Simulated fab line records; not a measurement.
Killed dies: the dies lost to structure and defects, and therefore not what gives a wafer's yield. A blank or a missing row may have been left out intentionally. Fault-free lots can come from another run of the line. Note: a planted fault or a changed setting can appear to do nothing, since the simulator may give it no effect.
Chamber matching :: flow n5Finfet :: N5_BEOL_M6_DESCUM_16 on rieDiel-06 has 4 sister chambers
The step chemistry O2, time 7.9 s. 20 wafers are shown with their chamber, then 10 later ones without.

EACH WAFER AND ITS CHAMBER
wafer: L078.1
chamber: 2
drypumpMotorCurrentA (A): 5.7
throttleValvePct (%): 20.27
showerheadPlenumPTorr (Torr): 2.03

wafer: L078.2
chamber: 0
drypumpMotorCurrentA (A): 6.2
throttleValvePct (%): 20.62
showerheadPlenumPTorr (Torr): 2.05

wafer: L078.5
chamber: 0
drypumpMotorCurrentA (A): 6.2
throttleValvePct (%): 20.61
showerheadPlenumPTorr (Torr): 2.05

wafer: L079.1
chamber: 2
drypumpMotorCurrentA (A): 5.7
throttleValvePct (%): 20.28
showerheadPlenumPTorr (Torr): 2.03

wafer: L079.3
chamber: 1
drypumpMotorCurrentA (A): 6.5
throttleValvePct (%): 20.71
showerheadPlenumPTorr (Torr): 2.15

wafer: L079.5
chamber: 1
drypumpMotorCurrentA (A): 6.5
throttleValvePct (%): 20.70
showerheadPlenumPTorr (Torr): 2.15

wafer: L082.3
chamber: 3
drypumpMotorCurrentA (A): 5.4
throttleValvePct (%): 20.76
showerheadPlenumPTorr (Torr): 2.06

wafer: L082.4
chamber: 0
drypumpMotorCurrentA (A): 6.2
throttleValvePct (%): 20.62
showerheadPlenumPTorr (Torr): 2.04

wafer: L082.6
chamber: 2
drypumpMotorCurrentA (A): 5.7
throttleValvePct (%): 20.28
showerheadPlenumPTorr (Torr): 2.03

wafer: L084.2
chamber: 2
drypumpMotorCurrentA (A): 5.7
throttleValvePct (%): 20.29
showerheadPlenumPTorr (Torr): 2.03

wafer: L084.3
chamber: 0
drypumpMotorCurrentA (A): 6.2
throttleValvePct (%): 20.63
showerheadPlenumPTorr (Torr): 2.04

wafer: L084.6
chamber: 3
drypumpMotorCurrentA (A): 5.4
throttleValvePct (%): 20.77
showerheadPlenumPTorr (Torr): 2.06

wafer: L083.1
chamber: 3
drypumpMotorCurrentA (A): 5.4
throttleValvePct (%): 20.75
showerheadPlenumPTorr (Torr): 2.06

wafer: L083.4
chamber: 2
drypumpMotorCurrentA (A): 5.7
throttleValvePct (%): 20.30
showerheadPlenumPTorr (Torr): 2.03

wafer: L083.5
chamber: 2
drypumpMotorCurrentA (A): 5.7
throttleValvePct (%): 20.28
showerheadPlenumPTorr (Torr): 2.03

wafer: L085.3
chamber: 1
drypumpMotorCurrentA (A): 6.5
throttleValvePct (%): 20.72
showerheadPlenumPTorr (Torr): 2.15

wafer: L085.5
chamber: 0
drypumpMotorCurrentA (A): 6.2
throttleValvePct (%): 20.64
showerheadPlenumPTorr (Torr): 2.04

wafer: L085.6
chamber: 3
drypumpMotorCurrentA (A): 5.4
throttleValvePct (%): 20.76
showerheadPlenumPTorr (Torr): 2.06

wafer: L089.1
chamber: 3
drypumpMotorCurrentA (A): 5.3
throttleValvePct (%): 20.78
showerheadPlenumPTorr (Torr): 2.05

wafer: L089.2
chamber: 1
drypumpMotorCurrentA (A): 6.5
throttleValvePct (%): 20.74
showerheadPlenumPTorr (Torr): 2.14

SIGNATURES (means of the wafers above)
reading: drypumpMotorCurrentA
chamber 0: 6.200
chamber 1: 6.500
chamber 2: 5.700
chamber 3: 5.380
scatter within a chamber: 0.0224

reading: throttleValvePct
chamber 0: 20.6240
chamber 1: 20.7175
chamber 2: 20.2833
chamber 3: 20.7640
scatter within a chamber: 0.0124

reading: showerheadPlenumPTorr
chamber 0: 2.0440
chamber 1: 2.1475
chamber 2: 2.0300
chamber 3: 2.0580
scatter within a chamber: 0.00415
Rule: a wafer lies at a distance from a chamber equal to the root of the sum of squares, over the readings, of (its reading less the chamber's mean, divided by the reading's scatter). If the next closest chamber is less than 2 further off than the closest, the wafer can't be placed; otherwise it belongs to the closest. The scatter: take each reading less its chamber's mean, square it, sum over the shown wafers, divide by the number of wafers less the number of chambers, and take the root.

WAFERS WITH NO CHAMBER GIVEN
wafer: L089.6
drypumpMotorCurrentA (A): 5.7
throttleValvePct (%): 20.29
showerheadPlenumPTorr (Torr): 2.02

wafer: L092.2
drypumpMotorCurrentA (A): 5.4
throttleValvePct (%): 20.78
showerheadPlenumPTorr (Torr): 2.05

wafer: L092.3
drypumpMotorCurrentA (A): 5.7
throttleValvePct (%): 20.31
showerheadPlenumPTorr (Torr): 2.02

wafer: L092.6
drypumpMotorCurrentA (A): 5.7
throttleValvePct (%): 20.30
showerheadPlenumPTorr (Torr): 2.02

wafer: L090.1
drypumpMotorCurrentA (A): 6.2
throttleValvePct (%): 20.66
showerheadPlenumPTorr (Torr): 2.04

wafer: L090.4
drypumpMotorCurrentA (A): 5.4
throttleValvePct (%): 20.79
showerheadPlenumPTorr (Torr): 2.05

wafer: L090.5
drypumpMotorCurrentA (A): 5.7
throttleValvePct (%): 20.32
showerheadPlenumPTorr (Torr): 2.02

wafer: L093.2
drypumpMotorCurrentA (A): 6.5
throttleValvePct (%): 20.75
showerheadPlenumPTorr (Torr): 2.14

wafer: L093.5
drypumpMotorCurrentA (A): 6.2
throttleValvePct (%): 20.67
showerheadPlenumPTorr (Torr): 2.04

wafer: L093.6
drypumpMotorCurrentA (A): 5.7
throttleValvePct (%): 20.33
showerheadPlenumPTorr (Torr): 2.02

EACH ONE'S CHAMBER
wafer: L089.6
from the rows above: 2
in truth: 2

wafer: L092.2
from the rows above: 3
in truth: 3

wafer: L092.3
from the rows above: 2
in truth: 2

wafer: L092.6
from the rows above: 2
in truth: 2

wafer: L090.1
from the rows above: 0
in truth: 0

wafer: L090.4
from the rows above: 3
in truth: 3

wafer: L090.5
from the rows above: 2
in truth: 2

wafer: L093.2
from the rows above: 1
in truth: 1

wafer: L093.5
from the rows above: 0
in truth: 0

wafer: L093.6
from the rows above: 2
in truth: 2
10 of 10 placed correctly. From these rows, 0 cannot be placed. Placed wrongly: 0.
